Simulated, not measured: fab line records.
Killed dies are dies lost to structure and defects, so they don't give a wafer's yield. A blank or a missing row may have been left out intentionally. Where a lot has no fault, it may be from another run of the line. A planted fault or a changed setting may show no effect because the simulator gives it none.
Problem report, 8D (eight disciplines) form, completed by code | flow nand-harc | the parts of the form that need people (team, actions taken, sign-off) are left out

1. THE ISSUE
killed-at-periphery at NHARC_END_SORT_01 reads a mean of 615.8 on 4 wafers of 3 lots; wafers without a fault read 4.2 with a standard deviation of 2.5. That is +99 or more standard deviations from the usual mean.
The first sign was on wafer L839.2 at day 28 21:23, on prober-01. The record holds 7 wafers of 3 lots with a number at this step. By rule, "out" or "out of limits" means more than 4 standard deviations away from the usual mean. The rest of the wafers with a number are treated as sound.

2. WHAT IT IS AND WHAT IT IS NOT
question                    | is                               | is not
which readings at this step | killed-at-periphery, killed-dies | killed-at-array, killed-at-other, killed-open, killed-short
which lots                  | L838, L839, L840                 | -
which wafers of those lots  | L838.4, L839.2, L840.2, L840.4   | L838.6, L839.6, L840.5
read on which gauges        | prober-01, prober-02             | -
when                        | from day 28 21:23                | up to then (0 sound wafers); but 3 sound wafers of L838, L839, L840 came after

3. THE SUSPECTS, EACH WITH WHAT RULES IT OUT
Counting: a tool at a process step up to the reading stays a suspect if it ran every lot that is out. Sound lots after the first of them don't rule it out here, since some wafers of a struck lot are sound.
- the gauge at NHARC_END_SORT_01 is ruled out. The wafers that are out were read on 2 gauges (prober-01, prober-02).
- hdpcvd-01 at NHARC_P_STI_HDPCVD_20 (deposits SiO2): kept. It ran every lot that is out, first L838 (day 7 09:46).
- pvd-sputter-01 at NHARC_THIN_TSV_PVD_51 (deposits Cu, target thk 100 nm): kept. It ran every lot that is out, first L839 (day 28 21:23). Because NHARC_THIN_TSV_PVD_51 lacks a start for some lots, the hours and order of its lots are taken from NHARC_END_SORT_01.
Left after counting: hdpcvd-01 at NHARC_P_STI_HDPCVD_20, pvd-sputter-01 at NHARC_THIN_TSV_PVD_51.

4. THE CAUSE (what the simulator had put in)
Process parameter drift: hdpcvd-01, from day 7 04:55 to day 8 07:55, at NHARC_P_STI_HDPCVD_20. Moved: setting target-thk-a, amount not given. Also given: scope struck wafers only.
After counting, 2 suspects remain, this tool included.

5. SEQUENCE OF EFFECTS, ordered by route
Each row: a reading where the mean over the struck wafers with a number is more than 3 standard deviations away from the usual. Scope: only readings with a usual standard deviation given in the record; hours: median across lots of the time from each lot's start at the first step in this table that gives one to its start at this step; sigmas: change in usual standard deviations.
hours | step              | reading             | usual | on struck wafers | change | sigmas
0     | NHARC_END_SORT_01 | killed-at-periphery | 4.2   | 615.8            | +611.5 | +99 or more
0     | NHARC_END_SORT_01 | killed-dies         | 57    | 677              | +620   | +39

6. WHAT WOULD HAVE CAUGHT IT SOONER
Counted from the fault's start at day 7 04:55, it took 520 hours until the first out-of-limits reading at a measuring or inspecting step in this record, taken at day 28 21:23.
Each of the lots that are out, 3 in all, had begun NHARC_P_STI_HDPCVD_20 on hdpcvd-01 no later than day 28 21:23. Tool hold at that time: it would have spared none of them.
